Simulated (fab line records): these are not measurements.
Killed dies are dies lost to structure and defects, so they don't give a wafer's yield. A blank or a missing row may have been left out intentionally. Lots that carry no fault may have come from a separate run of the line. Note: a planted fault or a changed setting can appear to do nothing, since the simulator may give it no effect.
Matching of chambers    flow n5_finfet    rie_diel-04 running N5_BEOL_M6_ETCH_65: 4 sister chambers
The step etches SiARC in CF4, target depth 15.6 nm, time 26 s. 4 wafers are shown with their chamber, then 8 later ones without.

== WAFERS, EACH WITH ITS CHAMBER ==
wafer   chamber  showerhead_plenum_p_Torr (Torr)
L079.2  2        2.26
L086.1  1        2.11
L086.2  3        2.16
L090.1  0        2.19

== WAFERS WHOSE CHAMBER IS MISSING ==
wafer   showerhead_plenum_p_Torr (Torr)
L090.2  2.15
L090.4  2.26
L096.3  2.18
L096.5  2.15
L096.6  2.18
L097.1  2.18
L097.3  2.25
L097.5  2.11

== EACH ONE'S CHAMBER ==
wafer   from the rows above      in truth
L090.2  3                        3
L090.4  2                        2
L096.3  can't be placed: 0 or 3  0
L096.5  3                        3
L096.6  can't be placed: 0 or 3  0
L097.1  can't be placed: 0 or 3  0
L097.3  2                        2
L097.5  1                        1
Correctly placed: 5 of 8. Can't be placed from these rows: 3 (the true chamber is among the candidates in 3). Number placed wrongly: 0.
How it was worked out, from the rows above alone: a wafer's distance from a chamber is the root of the sum, over the readings, of the square of ((its reading less the chamber's mean) divided by the reading's scatter). The wafer belongs to the nearest chamber; if the next one is less than 2 further off, it can't be placed. A chamber's mean is the mean of its shown wafers. The scatter: with one shown wafer a chamber, the root of the mean of the squares of how far each hidden wafer lies from its nearest shown one.
